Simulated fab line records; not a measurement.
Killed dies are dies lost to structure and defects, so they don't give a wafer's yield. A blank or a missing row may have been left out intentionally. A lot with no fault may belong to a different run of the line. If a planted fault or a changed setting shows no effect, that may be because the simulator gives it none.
Which of the tools did it? | flow n5 finfet | Sampling: 9 lots, 24 wafers, 5 of 1938 route steps

WHAT EACH GAUGE READ, for each wafer
N5_GATE_CUT_OVL_MEAS_14. Usual: for GATE_CUT_OVL the level is 0.6 nm and the standard deviation is 0.63.
lot  | measured     | on         | GATE_CUT_OVL (nm) | flag
L648 | day 5 21:35  | overlay-01 | 0.9 1.1 0.9       |
L652 | day 6 18:37  | overlay-02 | -0.5 -0.2 0.7     |
L653 | day 7 02:02  | overlay-01 | 1.2 0.9 1.5       |
L655 | day 7 09:32  | overlay-02 | 0.2 0.7           |
L656 | day 7 19:17  | overlay-02 | 1.6 2.6           |
L659 | day 8 15:28  | overlay-01 | 0.6 0.5           |
L663 | day 9 18:23  | overlay-02 | 0.8 0.8 0.6       |
L665 | day 10 01:21 | overlay-01 | 0.9 0.5 0.2       |
L666 | day 10 07:32 | overlay-01 | 1.3 1.1 0.7       |

N5_BEOL_M4_RC_MEAS_101. Usual: DIBL_N 36.0 mV/V, standard deviation 1.8; DIBL_P 36.3 mV/V, standard deviation 2.4; IOFF_N 0.16 nA/um, standard deviation 0.035; IOFF_P 0.21 nA/um, standard deviation 0.036; ION_N 673 uA/um, standard deviation 13; ION_P 461 uA/um, standard deviation 7.2; SS_N 71.4 mV/dec, standard deviation 0.6; SS_P 73.2 mV/dec, standard deviation 0.7; VT_N 250 mV, standard deviation 4; VT_P -250.9 mV, standard deviation 2.9.
lot  | measured     | on        | DIBL_N (mV/V)  | DIBL_P (mV/V)  | IOFF_N (nA/um) | IOFF_P (nA/um) | ION_N (uA/um) | ION_P (uA/um) | SS_N (mV/dec)  | SS_P (mV/dec)  | VT_N (mV)   | VT_P (mV)            | flag
L648 | day 10 02:00 | prober-02 | 32.7 34.2 35.7 | 32.6 34.1 37.3 | 0.10 0.12 0.15 | 0.14 0.16 0.20 | 643 663 692   | 446 453 471   | 70.0 71.5 71.5 | 71.9 72.7 73.3 | 259 255 248 | -257.7 -254.1 -249.6 |
L652 | day 11 02:52 | prober-01 | 36.3 36.3 39.2 | 36.1 36.3 39.5 | 0.17 0.16 0.24 | 0.20 0.20 0.26 | 683 686 691   | 464 464 459   | 71.6 71.9 72.2 | 73.7 73.7 74.0 | 247 249 244 | -252.8 -252.5 -249.3 |
L653 | day 11 04:19 | prober-02 | 36.3 34.5 36.6 | 37.7 34.6 37.1 | 0.18 0.15 0.19 | 0.22 0.18 0.21 | 682 671 683   | 457 456 464   | 71.2 70.8 71.7 | 74.1 72.5 73.6 | 248 248 244 | -251.5 -252.5 -253.3 |
L655 | day 11 08:23 | prober-01 | 38.4 38.7      | 38.1 39.4      | 0.20 0.20      | 0.23 0.25      | 671 673       | 455 459       | 72.2 71.8      | 73.1 74.1      | 248 248     | -248.3 -248.3        |
L656 | day 11 10:26 | prober-01 | 33.3 35.3      | 33.1 34.6      | 0.12 0.15      | 0.18 0.19      | 669 677       | 456 462       | 70.8 70.9      | 72.4 72.5      | 252 251     | -249.3 -251.7        |
L659 | day 12 12:16 | prober-01 | 32.1 34.3      | 31.1 32.7      | 0.09 0.11      | 0.13 0.15      | 640 664       | 441 460       | 70.4 70.6      | 72.0 72.1      | 259 256     | -256.4 -255.7        |
L663 | day 12 22:59 | prober-02 | 36.0 33.0 37.4 | 35.9 32.7 36.6 | 0.15 0.11 0.16 | 0.20 0.16 0.21 | 675 668 667   | 461 459 457   | 71.1 70.9 71.4 | 74.0 73.1 73.7 | 252 253 253 | -250.9 -252.0 -251.4 |
L665 | day 14 07:43 | prober-02 | 37.5 37.7 36.6 | 39.3 39.7 38.0 | 0.18 0.18 0.16 | 0.24 0.25 0.23 | 691 680 685   | 475 471 474   | 71.0 72.0 71.1 | 73.8 74.1 73.4 | 246 247 246 | -246.5 -247.2 -248.1 |
L666 | day 14 06:26 | prober-01 | 37.2 37.9 39.3 | 37.1 36.6 38.0 | 0.16 0.16 0.20 | 0.21 0.21 0.25 | 673 681 687   | 457 461 464   | 71.4 72.1 72.2 | 73.4 74.0 73.7 | 250 250 247 | -252.4 -252.9 -246.7 |

EACH LOT AND THE TOOL THAT RAN IT (in order: tool; ch and the chambers of the sampled wafers; start)
lot  | N5_GATE_CUT_DESCUM_18              | N5_GATE_CUT_ETCH_19                | N5_GATE_CUT_ALD_22
L648 | rie diel-02 ch 0,1,2, day 5 21:43  | rie diel-02 ch 0,1,2, day 5 21:59  | ald sin-01 ch 0,2,3, day 5 22:38
L652 | rie diel-04 ch 0,1, day 6 18:41    | rie diel-04 ch 0,1, day 6 18:59    | ald sin-01 ch 0,1, day 6 19:32
L653 | rie diel-04 ch 0,1,2, day 7 02:10  | rie diel-04 ch 0,1,2, day 7 02:26  | ald sin-04 ch 1,3, day 7 03:57
L655 | rie diel-04 ch 3, day 7 09:50      | rie diel-04 ch 3, day 7 10:07      | ald sin-01 ch 2, day 7 10:40
L656 | rie diel-04 ch 1,2, day 7 19:23    | rie diel-04 ch 1,2, day 7 19:40    | ald sin-04 ch 2,3, day 7 20:19
L659 | rie diel-04 ch 2,3, day 8 15:32    | rie diel-04 ch 2,3, day 8 15:50    | ald sin-01 ch 0,2, day 8 17:06
L663 | rie diel-02 ch 2,3, day 9 18:28    | rie diel-02 ch 2,3, day 9 18:45    | ald sin-04 ch 2,3, day 9 19:33
L665 | rie diel-03 ch 0,1,3, day 10 01:31 | rie diel-03 ch 0,1,3, day 10 01:49 | ald sin-02 ch 2,3, day 10 02:23
L666 | rie diel-02 ch 0,2,3, day 10 07:37 | rie diel-02 ch 0,2,3, day 10 07:54 | ald sin-01 ch 1,2,3, day 10 08:29
- N5_GATE_CUT_DESCUM_18: chemistry O2, time 7 s.
- N5_GATE_CUT_ETCH_19: etches SiNx in CH3F/O2, target depth 53.7 nm, time 76.7 s.
- N5_GATE_CUT_ALD_22: deposits SiNx, target thk 16 nm, pulse time 1 s, ald cycles 320.

WHAT THE TOOLS THEMSELVES READ (means of the sampled wafers that have a number; where no wafer has one, the mark that the record gives instead)
N5_GATE_CUT_DESCUM_18. Usual: drypump motor current A 5.7 A (standard deviation 0.41); oes product au 0.76 a.u. (standard deviation 0.077); rf fwd power W 49.42 W (standard deviation 0.21); rf vpp V 243.1 V (standard deviation 1.4); showerhead plenum p Torr 2.09 Torr (standard deviation 0.079); temp c 40.00 C (standard deviation 0.1); throttle valve pct 20.47 % (standard deviation 0.23).
lot  | tool        | drypump motor current A (A) | oes product au (a.u.) | rf fwd power W (W) | rf vpp V (V) | showerhead plenum p Torr (Torr) | temp c (C) | throttle valve pct (%) | flag
L648 | rie diel-02 | 5.9                         | 0.72                  | 49.53              | 242.4        | 2.10                            | 40.08      | 20.47                  |
L652 | rie diel-04 | 5.4                         | 0.70                  | 49.25              | 242.1        | 2.04                            | 39.96      | 20.54                  |
L653 | rie diel-04 | 5.5                         | 0.71                  | 49.10              | 243.0        | 2.07                            | 40.01      | 20.47                  |
L655 | rie diel-04 | 6.3                         | 0.89                  | 49.47              | 245.1        | 2.24                            | 39.99      | 20.56                  |
L656 | rie diel-04 | 5.5                         | 0.71                  | 49.24              | 242.8        | 2.12                            | 39.96      | 20.45                  |
L659 | rie diel-04 | 6.0                         | 0.80                  | 49.06              | 244.3        | 2.15                            | 40.09      | 20.43                  |
L663 | rie diel-02 | 5.2                         | 0.73                  | 49.50              | 242.4        | 2.03                            | 39.93      | 20.82                  |
L665 | rie diel-03 | 5.7                         | 0.76                  | 49.62              | 243.1        | 2.09                            | 40.10      | 20.24                  |
L666 | rie diel-02 | 5.5                         | 0.80                  | 49.45              | 243.5        | 2.08                            | 39.99      | 20.59                  |

N5_GATE_CUT_ETCH_19. Usual: drypump motor current A 5.7 A, standard deviation 0.41; etch rf on time s 77.3 s, standard deviation 1.2; mfc ar sccm 150.0 sccm, standard deviation 0.41; oes product au 0.65 a.u., standard deviation 0.064; rf fwd power W 391.2 W, standard deviation 1.6; rf vpp V 298 V, standard deviation 4.9; showerhead plenum p Torr 2.00 Torr, standard deviation 0.074; throttle valve pct 16.44 %, standard deviation 0.18.
lot  | tool        | drypump motor current A (A) | etch rf on time s (s) | mfc ar sccm (sccm) | oes product au (a.u.) | rf fwd power W (W) | rf vpp V (V) | showerhead plenum p Torr (Torr) | throttle valve pct (%) | flag
L648 | rie diel-02 | 6.0                         | 78.7                  | 150.2              | 0.60                  | 392.6              | 297          | 2.02                            | 16.52                  |
L652 | rie diel-04 | 5.4                         | 78.0                  | 150.2              | 0.59                  | 391.4              | 296          | 1.96                            | 16.58                  |
L653 | rie diel-04 | 5.5                         | 78.2                  | 149.9              | 0.60                  | 390.1              | 295          | 1.99                            | 16.52                  |
L655 | rie diel-04 | 6.2                         | 90.3                  | 150.1              | 0.69                  | 391.5              | 293          | 2.13                            | 16.35                  | OFF
L656 | rie diel-04 | 5.5                         | 89.3                  | 150.0              | 0.56                  | 389.6              | 296          | 2.04                            | 16.47                  | OFF
L659 | rie diel-04 | 6.0                         | 90.7                  | 150.1              | 0.62                  | 389.4              | 292          | 2.06                            | 16.38                  | OFF
L663 | rie diel-02 | 5.2                         | 76.2                  | 149.6              | 0.63                  | 391.9              | 297          | 1.93                            | 16.67                  |
L665 | rie diel-03 | 5.7                         | 76.8                  | 150.2              | 0.66                  | 392.5              | 301          | 2.01                            | 16.26                  |
L666 | rie diel-02 | 5.5                         | 76.2                  | 150.2              | 0.69                  | 393.3              | 298          | 1.98                            | 16.47                  |

N5_GATE_CUT_ALD_22. Usual: heater power w 838 W, standard deviation 64; precursor pulse height rel 1.003, standard deviation 0.022.
lot  | tool       | heater power w (W) | precursor pulse height rel | flag
L648 | ald sin-01 | 914                | 1.011                      |
L652 | ald sin-01 | 807                | 1.013                      |
L653 | ald sin-04 | 834                | 0.994                      |
L655 | ald sin-01 | 865                | 1.002                      |
L656 | ald sin-04 | 870                | 0.994                      |
L659 | ald sin-01 | 866                | 1.022                      |
L663 | ald sin-04 | 864                | 0.996                      |
L665 | ald sin-02 | 784                | 1.004                      |
L666 | ald sin-01 | 872                | 0.983                      |

THE ANSWER, worked out from the rows above alone
Rule: take the mean of a lot's wafers that have a number; if it is more than 3 standard deviations from the usual mean, the lot is off. A lot without any number at a reading at which 4 lots or more have one is off too. Any other lot the step has rows for is counted as sound. First the gauges in route order, then the tools' own readings, where a lot's mean is used as printed above. The first step at which some lot is off is used, and at that step the reading that is off furthest; a lot without a number counts as furthest.
Off at N5_GATE_CUT_ETCH_19 (etch rf on time s): L655, L656, L659.
A tool fits if, at that step or a process step before it, it ran every lot that is off, and no sound lot after the first of them. One candidate fits, namely rie diel-04 at N5_GATE_CUT_DESCUM_18 and N5_GATE_CUT_ETCH_19. At N5_GATE_CUT_DESCUM_18 its last sound lot is L653 (day 7 02:10), its first lot that is off L655 (day 7 09:50): a fault that began between those two fits.

WHAT THE SIMULATOR HAD INSERTED
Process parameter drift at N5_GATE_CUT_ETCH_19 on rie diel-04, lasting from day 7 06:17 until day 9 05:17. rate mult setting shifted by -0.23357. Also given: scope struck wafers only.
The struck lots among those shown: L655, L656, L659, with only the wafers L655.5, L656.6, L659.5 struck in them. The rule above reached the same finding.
